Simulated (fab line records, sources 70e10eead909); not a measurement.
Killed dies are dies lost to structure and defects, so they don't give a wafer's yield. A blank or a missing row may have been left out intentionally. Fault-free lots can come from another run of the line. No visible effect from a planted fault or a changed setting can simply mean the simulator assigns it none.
Which tool did it? || flow nand harc || Sampling: 24 lots, 72 wafers, 4 of 1159 route steps

WHAT THE GAUGES SHOWED, per wafer
NHARC_P_M2_INSPECT_11.
{"lot": "L074", "measured": "day 6 11:22", "on": "defect inspect-01", "raw defect count": "4 3 4"}
{"lot": "L075", "measured": "day 6 12:45", "on": "defect inspect-01", "raw defect count": "7 3 1"}
{"lot": "L076", "measured": "day 6 14:02", "on": "defect inspect-01", "raw defect count": "4 1 3"}
{"lot": "L077", "measured": "day 7 02:58", "on": "defect inspect-02", "raw defect count": "4 4 2"}
{"lot": "L078", "measured": "day 7 03:06", "on": "defect inspect-01", "raw defect count": "4 3 5"}
{"lot": "L079", "measured": "day 7 04:15", "on": "defect inspect-02", "raw defect count": "3 5 5"}
{"lot": "L080", "measured": "day 7 18:05", "on": "defect inspect-02", "raw defect count": "1 6 6"}
{"lot": "L081", "measured": "day 7 22:23", "on": "defect inspect-01", "raw defect count": "2 2 3"}
{"lot": "L082", "measured": "day 8 00:31", "on": "defect inspect-01", "raw defect count": "3 0 6"}
{"lot": "L083", "measured": "day 8 13:21", "on": "defect inspect-02", "raw defect count": "4 8 5"}
{"lot": "L084", "measured": "day 8 14:49", "on": "defect inspect-01", "raw defect count": "4 1 2"}
{"lot": "L087", "measured": "day 9 07:37", "on": "defect inspect-02", "raw defect count": "1 1 5"}
{"lot": "L085", "measured": "day 9 08:20", "on": "defect inspect-01", "raw defect count": "7 7 3"}
{"lot": "L086", "measured": "day 9 08:32", "on": "defect inspect-02", "raw defect count": "5 2 6"}
{"lot": "L088", "measured": "day 9 11:25", "on": "defect inspect-01", "raw defect count": "7 3 4"}
{"lot": "L089", "measured": "day 10 05:20", "on": "defect inspect-02", "raw defect count": "7 3 5"}
{"lot": "L090", "measured": "day 10 10:11", "on": "defect inspect-02", "raw defect count": "5 1 2"}
{"lot": "L091", "measured": "day 10 12:37", "on": "defect inspect-02", "raw defect count": "2 1 3"}
{"lot": "L092", "measured": "day 10 19:11", "on": "defect inspect-02", "raw defect count": "6 4 6"}
{"lot": "L093", "measured": "day 10 19:50", "on": "defect inspect-02", "raw defect count": "5 3 4"}
{"lot": "L094", "measured": "day 10 20:09", "on": "defect inspect-02", "raw defect count": "4 4 5"}
{"lot": "L095", "measured": "day 11 12:16", "on": "defect inspect-02", "raw defect count": "4 3 3"}
{"lot": "L097", "measured": "day 11 21:53", "on": "defect inspect-01", "raw defect count": "7 6 3"}
{"lot": "L096", "measured": "day 11 23:58", "on": "defect inspect-01", "raw defect count": "4 4 2"}

NHARC_P_BONDPAD_THK_MEAS_33: measures by ellipsometry.
{"lot": "L074", "measured": "day 6 15:38", "on": "film metro-02", "thk nm (nm)": "201.1 197.0 198.5"}
{"lot": "L075", "measured": "day 6 16:57", "on": "film metro-02", "thk nm (nm)": "199.0 201.9 201.7"}
{"lot": "L076", "measured": "day 6 18:18", "on": "film metro-02", "thk nm (nm)": "201.1 200.5 201.4"}
{"lot": "L077", "measured": "day 7 06:52", "on": "film metro-01", "thk nm (nm)": "199.9 200.9 197.8"}
{"lot": "L078", "measured": "day 7 07:13", "on": "film metro-02", "thk nm (nm)": "197.7 200.5 196.3"}
{"lot": "L079", "measured": "day 7 08:13", "on": "film metro-02", "thk nm (nm)": "200.3 198.9 200.4"}
{"lot": "L080", "measured": "day 7 22:30", "on": "film metro-02", "thk nm (nm)": "200.6 201.3 197.8"}
{"lot": "L081", "measured": "day 8 02:29", "on": "film metro-01", "thk nm (nm)": "200.3 202.7 199.7"}
{"lot": "L082", "measured": "day 8 04:31", "on": "film metro-01", "thk nm (nm)": "201.0 199.7 201.9"}
{"lot": "L083", "measured": "day 8 17:20", "on": "film metro-01", "thk nm (nm)": "202.0 198.4 201.5"}
{"lot": "L084", "measured": "day 8 18:43", "on": "film metro-01", "thk nm (nm)": "198.3 199.1 199.5"}
{"lot": "L087", "measured": "day 9 11:32", "on": "film metro-01", "thk nm (nm)": "200.7 201.1 199.4"}
{"lot": "L085", "measured": "day 9 12:21", "on": "film metro-01", "thk nm (nm)": "200.8 200.8 201.0"}
{"lot": "L086", "measured": "day 9 12:23", "on": "film metro-01", "thk nm (nm)": "198.6 200.6 200.9"}
{"lot": "L088", "measured": "day 9 15:18", "on": "film metro-01", "thk nm (nm)": "197.7 199.7 200.0"}
{"lot": "L089", "measured": "day 10 09:16", "on": "film metro-01", "thk nm (nm)": "202.4 199.6 201.2"}
{"lot": "L090", "measured": "day 10 14:24", "on": "film metro-01", "thk nm (nm)": "200.3 200.7 198.8"}
{"lot": "L091", "measured": "day 10 16:31", "on": "film metro-01", "thk nm (nm)": "201.9 199.7 199.2"}
{"lot": "L092", "measured": "day 10 23:12", "on": "film metro-01", "thk nm (nm)": "202.3 197.7 200.9"}
{"lot": "L093", "measured": "day 10 23:43", "on": "film metro-01", "thk nm (nm)": "199.5 198.1 200.0"}
{"lot": "L094", "measured": "day 11 00:04", "on": "film metro-02", "thk nm (nm)": "196.9 196.8 199.4"}
{"lot": "L095", "measured": "day 11 16:09", "on": "film metro-02", "thk nm (nm)": "198.3 202.4 199.4"}
{"lot": "L097", "measured": "day 12 01:44", "on": "film metro-02", "thk nm (nm)": "201.4 201.4 203.5"}
{"lot": "L096", "measured": "day 12 03:47", "on": "film metro-02", "thk nm (nm)": "198.0 197.5 198.3"}

NHARC_P_BONDPAD_OVL_MEAS_38.
{"lot": "L074", "measured": "day 6 16:18", "on": "overlay-02", "overlay x nm (nm)": "8 8 8", "overlay y nm (nm)": "9 9 9"}
{"lot": "L075", "measured": "day 6 17:29", "on": "overlay-02", "overlay x nm (nm)": "6 6 6", "overlay y nm (nm)": "-1 -2 -1"}
{"lot": "L076", "measured": "day 6 18:58", "on": "overlay-02", "overlay x nm (nm)": "-4 -5 -5", "overlay y nm (nm)": "1 1 1"}
{"lot": "L077", "measured": "day 7 07:31", "on": "overlay-02", "overlay x nm (nm)": "2 2 2", "overlay y nm (nm)": "2 1 1"}
{"lot": "L078", "measured": "day 7 07:46", "on": "overlay-02", "overlay x nm (nm)": "-7 -7 -7", "overlay y nm (nm)": "-1 -2 -2"}
{"lot": "L079", "measured": "day 7 08:46", "on": "overlay-01", "overlay x nm (nm)": "8 8 8", "overlay y nm (nm)": "0 0 0"}
{"lot": "L080", "measured": "day 7 23:02", "on": "overlay-02", "overlay x nm (nm)": "5 5 5", "overlay y nm (nm)": "3 3 3"}
{"lot": "L081", "measured": "day 8 03:08", "on": "overlay-01", "overlay x nm (nm)": "-9 -9 -9", "overlay y nm (nm)": "1 1 1"}
{"lot": "L082", "measured": "day 8 05:10", "on": "overlay-01", "overlay x nm (nm)": "7 6 6", "overlay y nm (nm)": "3 3 3"}
{"lot": "L083", "measured": "day 8 18:01", "on": "overlay-01", "overlay x nm (nm)": "-8 -7 -8", "overlay y nm (nm)": "4 4 3"}
{"lot": "L084", "measured": "day 8 19:15", "on": "overlay-01", "overlay x nm (nm)": "-4 -4 -4", "overlay y nm (nm)": "0 -1 0"}
{"lot": "L087", "measured": "day 9 12:03", "on": "overlay-02", "overlay x nm (nm)": "-4 -3 -3", "overlay y nm (nm)": "-7 -7 -7"}
{"lot": "L085", "measured": "day 9 13:00", "on": "overlay-01", "overlay x nm (nm)": "2 2 2", "overlay y nm (nm)": "0 0 0"}
{"lot": "L086", "measured": "day 9 13:10", "on": "overlay-02", "overlay x nm (nm)": "1 1 0", "overlay y nm (nm)": "-1 0 0"}
{"lot": "L088", "measured": "day 9 15:57", "on": "overlay-02", "overlay x nm (nm)": "-1 -1 -1", "overlay y nm (nm)": "-4 -5 -5"}
{"lot": "L089", "measured": "day 10 09:55", "on": "overlay-01", "overlay x nm (nm)": "-1 1 0", "overlay y nm (nm)": "4 4 4"}
{"lot": "L090", "measured": "day 10 14:56", "on": "overlay-01", "overlay x nm (nm)": "-1 -1 -1", "overlay y nm (nm)": "5 5 5"}
{"lot": "L091", "measured": "day 10 17:11", "on": "overlay-01", "overlay x nm (nm)": "-5 -6 -5", "overlay y nm (nm)": "0 0 0"}
{"lot": "L092", "measured": "day 10 23:52", "on": "overlay-01", "overlay x nm (nm)": "2 2 3", "overlay y nm (nm)": "-11 -11 -11"}
{"lot": "L093", "measured": "day 11 00:22", "on": "overlay-02", "overlay x nm (nm)": "-3 -3 -3", "overlay y nm (nm)": "-4 -3 -3"}
{"lot": "L094", "measured": "day 11 00:43", "on": "overlay-02", "overlay x nm (nm)": "-11 -11 -10", "overlay y nm (nm)": "-8 -7 -7"}
{"lot": "L095", "measured": "day 11 16:41", "on": "overlay-02", "overlay x nm (nm)": "4 4 4", "overlay y nm (nm)": "11 12 12"}
{"lot": "L097", "measured": "day 12 02:24", "on": "overlay-02", "overlay x nm (nm)": "-1 -1 -1", "overlay y nm (nm)": "-5 -5 -4"}
{"lot": "L096", "measured": "day 12 04:19", "on": "overlay-02", "overlay x nm (nm)": "-16 -15 -15", "overlay y nm (nm)": "-5 -5 -4"}

TOOL THAT RAN EACH LOT (tool first, then ch and the chambers of the sampled wafers, then the start)
{"lot": "L074", "NHARC_P_M1_PVD_21": "pvd sputter-03, day 6 11:22 or earlier"}
{"lot": "L075", "NHARC_P_M1_PVD_21": "pvd sputter-02, day 6 12:45 or earlier"}
{"lot": "L076", "NHARC_P_M1_PVD_21": "pvd sputter-02, day 6 14:02 or earlier"}
{"lot": "L077", "NHARC_P_M1_PVD_21": "pvd sputter-02, day 7 02:58 or earlier"}
{"lot": "L078", "NHARC_P_M1_PVD_21": "pvd sputter-02, day 7 03:06 or earlier"}
{"lot": "L079", "NHARC_P_M1_PVD_21": "pvd sputter-02, day 7 04:15 or earlier"}
{"lot": "L080", "NHARC_P_M1_PVD_21": "pvd sputter-02, day 7 18:05 or earlier"}
{"lot": "L081", "NHARC_P_M1_PVD_21": "pvd sputter-02, day 7 22:23 or earlier"}
{"lot": "L082", "NHARC_P_M1_PVD_21": "pvd sputter-02, day 8 00:31 or earlier"}
{"lot": "L083", "NHARC_P_M1_PVD_21": "pvd sputter-03, day 8 13:21 or earlier"}
{"lot": "L084", "NHARC_P_M1_PVD_21": "pvd sputter-01, day 8 14:49 or earlier"}
{"lot": "L087", "NHARC_P_M1_PVD_21": "pvd sputter-03, day 9 07:37 or earlier"}
{"lot": "L085", "NHARC_P_M1_PVD_21": "pvd sputter-01, day 9 08:20 or earlier"}
{"lot": "L086", "NHARC_P_M1_PVD_21": "pvd sputter-02, day 9 08:32 or earlier"}
{"lot": "L088", "NHARC_P_M1_PVD_21": "pvd sputter-01, day 9 11:25 or earlier"}
{"lot": "L089", "NHARC_P_M1_PVD_21": "pvd sputter-01, day 10 05:20 or earlier"}
{"lot": "L090", "NHARC_P_M1_PVD_21": "pvd sputter-01, day 10 10:11 or earlier"}
{"lot": "L091", "NHARC_P_M1_PVD_21": "pvd sputter-01, day 10 12:37 or earlier"}
{"lot": "L092", "NHARC_P_M1_PVD_21": "pvd sputter-01, day 10 19:11 or earlier"}
{"lot": "L093", "NHARC_P_M1_PVD_21": "pvd sputter-03, day 10 19:50 or earlier"}
{"lot": "L094", "NHARC_P_M1_PVD_21": "pvd sputter-01, day 10 20:09 or earlier"}
{"lot": "L095", "NHARC_P_M1_PVD_21": "pvd sputter-01, day 11 12:16 or earlier"}
{"lot": "L097", "NHARC_P_M1_PVD_21": "pvd sputter-01, day 11 21:53 or earlier"}
{"lot": "L096", "NHARC_P_M1_PVD_21": "pvd sputter-01, day 11 23:58 or earlier"}
- NHARC_P_M1_PVD_21: deposits Cu, target thk 30 nm, time 20.49 s.

WHAT THE TOOLS THEMSELVES READ (means of the sampled wafers that have a number; where no wafer has one, the mark that the record gives instead)
NHARC_P_M1_PVD_21.
{"lot": "L074", "tool": "pvd sputter-03", "throttle valve pct (%)": 30.6}
{"lot": "L075", "tool": "pvd sputter-02", "throttle valve pct (%)": 30.5}
{"lot": "L076", "tool": "pvd sputter-02", "throttle valve pct (%)": 29.9}
{"lot": "L077", "tool": "pvd sputter-02", "throttle valve pct (%)": 29.2}
{"lot": "L078", "tool": "pvd sputter-02", "throttle valve pct (%)": 30.3}
{"lot": "L079", "tool": "pvd sputter-02", "throttle valve pct (%)": 29.9}
{"lot": "L080", "tool": "pvd sputter-02", "throttle valve pct (%)": 29.2}
{"lot": "L081", "tool": "pvd sputter-02", "throttle valve pct (%)": 29.5}
{"lot": "L082", "tool": "pvd sputter-02", "throttle valve pct (%)": 29.8}
{"lot": "L083", "tool": "pvd sputter-03", "throttle valve pct (%)": 29.8}
{"lot": "L084", "tool": "pvd sputter-01", "throttle valve pct (%)": 30.6}
{"lot": "L087", "tool": "pvd sputter-03", "throttle valve pct (%)": 29.8}
{"lot": "L085", "tool": "pvd sputter-01", "throttle valve pct (%)": 29.8}
{"lot": "L086", "tool": "pvd sputter-02", "throttle valve pct (%)": 30.0}
{"lot": "L088", "tool": "pvd sputter-01", "throttle valve pct (%)": 30.2}
{"lot": "L089", "tool": "pvd sputter-01", "throttle valve pct (%)": 29.0}
{"lot": "L090", "tool": "pvd sputter-01", "throttle valve pct (%)": 30.4}
{"lot": "L091", "tool": "pvd sputter-01", "throttle valve pct (%)": 29.7}
{"lot": "L092", "tool": "pvd sputter-01", "throttle valve pct (%)": 29.5}
{"lot": "L093", "tool": "pvd sputter-03", "throttle valve pct (%)": 30.9}
{"lot": "L094", "tool": "pvd sputter-01", "throttle valve pct (%)": 29.8}
{"lot": "L095", "tool": "pvd sputter-01", "throttle valve pct (%)": 30.4}
{"lot": "L097", "tool": "pvd sputter-01", "throttle valve pct (%)": 29.5}
{"lot": "L096", "tool": "pvd sputter-01", "throttle valve pct (%)": 30.3}

THE ANSWER, worked out from the rows above alone
Rule: what is usual is taken from the lots themselves. The widest of any qualifying gaps counts: lots, ordered by their means at a reading, are off when they make up no more than a third of the lots, leave a main group of 4 or more, and stand apart from it by 3 or more times the standard deviation of that group's means. Not used: any main group whose means are identical at the precision the tables above print for the reading. A lot without any number at a reading at which 4 lots or more have one is off too. Any other lot the step has rows for is counted as sound. The gauges are gone through in route order, then the tools' own readings, and for those a lot's mean is taken as printed above. At the first step where some lot is off, the reading lying furthest off is the one used; lots without a number count as furthest.
No lot is off at any reading shown: from this, nothing can be told.

WHAT THE SIMULATOR PUT IN
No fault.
